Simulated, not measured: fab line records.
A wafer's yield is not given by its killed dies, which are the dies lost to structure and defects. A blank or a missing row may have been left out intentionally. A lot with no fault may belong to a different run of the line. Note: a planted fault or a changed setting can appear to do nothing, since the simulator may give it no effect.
Which tool did it? / flow nand harc / Sampling: 7 lots, 21 wafers, 2 of 1302 route steps

WHAT THE GAUGES SHOWED, per wafer
NHARC_P_BONDPAD_INSPECT_23.
lot=L251; measured=day 7 10:04; on=defect inspect-02; raw defect count=327 325 278
lot=L253; measured=day 8 07:07; on=defect inspect-01; raw defect count=322 379 436
lot=L256; measured=day 9 19:56; on=defect inspect-02; raw defect count=231 297 217
lot=L265; measured=day 13 11:39; on=defect inspect-02; raw defect count=172 212 210
lot=L269; measured=day 14 19:14; on=defect inspect-02; raw defect count=300 240 391
lot=L270; measured=day 15 07:39; on=defect inspect-02; raw defect count=301 305 281
lot=L271; measured=day 16 00:55; on=defect inspect-02; raw defect count=168 138 251

TOOL THAT RAN EACH LOT (tool first, then ch and the chambers of the sampled wafers, then the start)
lot=L251; NHARC_P_BONDPAD_PRE_CLEAN_26=pvd sputter-02, day 7 09:50 or earlier
lot=L253; NHARC_P_BONDPAD_PRE_CLEAN_26=pvd sputter-01, day 8 06:53 or earlier
lot=L256; NHARC_P_BONDPAD_PRE_CLEAN_26=pvd sputter-03, day 9 19:44 or earlier
lot=L265; NHARC_P_BONDPAD_PRE_CLEAN_26=pvd sputter-03, day 13 11:26 or earlier
lot=L269; NHARC_P_BONDPAD_PRE_CLEAN_26=pvd sputter-03, day 14 19:00 or earlier
lot=L270; NHARC_P_BONDPAD_PRE_CLEAN_26=pvd sputter-02, day 15 07:25 or earlier
lot=L271; NHARC_P_BONDPAD_PRE_CLEAN_26=pvd sputter-01, day 16 00:43 or earlier
- NHARC_P_BONDPAD_PRE_CLEAN_26: time 30 s.

THE ANSWER, worked out from the rows above alone
Rule: usual is defined by the lots themselves. Put in order of their means at a reading, lots are off if they are a third of the lots or fewer, leave a main group of 4 or more, and stand apart from it by a gap of 3 or more times the standard deviation of the main group's means; of several such gaps the widest counts. Not used: any main group whose means are identical at the precision the tables above print for the reading. A lot without any number at a reading at which 4 lots or more have one is off too. All remaining lots with rows at the step are treated as sound.
Across all readings shown, no lot is off: no conclusion can be drawn from this.

WHAT THE SIMULATOR HAD PUT IN
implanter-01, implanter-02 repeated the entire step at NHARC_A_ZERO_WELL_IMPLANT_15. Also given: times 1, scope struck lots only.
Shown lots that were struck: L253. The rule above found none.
